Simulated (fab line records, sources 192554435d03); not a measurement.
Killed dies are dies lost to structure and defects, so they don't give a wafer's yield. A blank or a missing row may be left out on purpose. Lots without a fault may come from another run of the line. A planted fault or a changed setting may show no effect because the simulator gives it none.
Chamber matching | flow n5_finfet | N5_GATE_CUT_SAC_CAP_01 on ald_sin-04: 4 sister chambers
The step material SiNx, target thk 24 nm, pulse time 1 s, ald cycles 480. 14 wafers are shown with their chamber, then 6 later ones without.

WAFERS WITH THEIR CHAMBER
wafer  | chamber | heater_power_w (W) | precursor_pulse_height_rel
L301.2 | 0       | 887                | 1.028
L301.3 | 1       | 785                | 1.045
L301.4 | 2       | 931                | 0.999
L302.1 | 1       | 796                | 1.016
L302.4 | 0       | 882                | 1.031
L302.6 | 3       | 748                | 0.997
L310.1 | 3       | 762                | 1.001
L310.3 | 1       | 797                | 1.011
L310.4 | 2       | 963                | 0.988
L315.2 | 0       | 910                | 0.974
L315.3 | 1       | 797                | 1.017
L315.6 | 3       | 777                | 1.021
L317.1 | 0       | 918                | 1.029
L317.2 | 2       | 965                | 1.016

SIGNATURES (means of the wafers above)
reading                    | chamber 0 | chamber 1 | chamber 2 | chamber 3 | scatter within a chamber
heater_power_w             | 899.25    | 793.75    | 953.00    | 762.33    | 14.7
precursor_pulse_height_rel | 1.01550   | 1.02225   | 1.00100   | 1.00633   | 0.0193
Rule: a wafer's distance from a chamber is the root of the sum, over the readings, of the square of ((its reading less the chamber's mean) divided by the reading's scatter). The wafer belongs to the nearest chamber; if the next one is less than 2 further off, it can't be placed. The scatter: the root of (the sum of the squares of (reading less its chamber's mean) over the shown wafers, divided by (wafers less chambers)).

WAFERS WITHOUT THEIR CHAMBER
wafer  | heater_power_w (W) | precursor_pulse_height_rel
L317.3 | 773                | 1.002
L323.1 | 785                | 0.964
L323.4 | 797                | 0.987
L323.6 | 964                | 0.992
L324.1 | 788                | 1.012
L324.4 | 752                | 0.974

WHICH CHAMBER EACH WENT THROUGH
wafer  | from the rows above     | in truth
L317.3 | can't be placed: 3 or 1 | 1
L323.1 | can't be placed: 3 or 1 | 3
L323.4 | can't be placed: 1 or 3 | 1
L323.6 | 2                       | 2
L324.1 | can't be placed: 1 or 3 | 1
L324.4 | can't be placed: 3 or 1 | 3
Placed correctly: 1 of 6. Can't be placed from these rows: 5 (the true chamber is among the candidates in 5). Placed wrongly: 0.
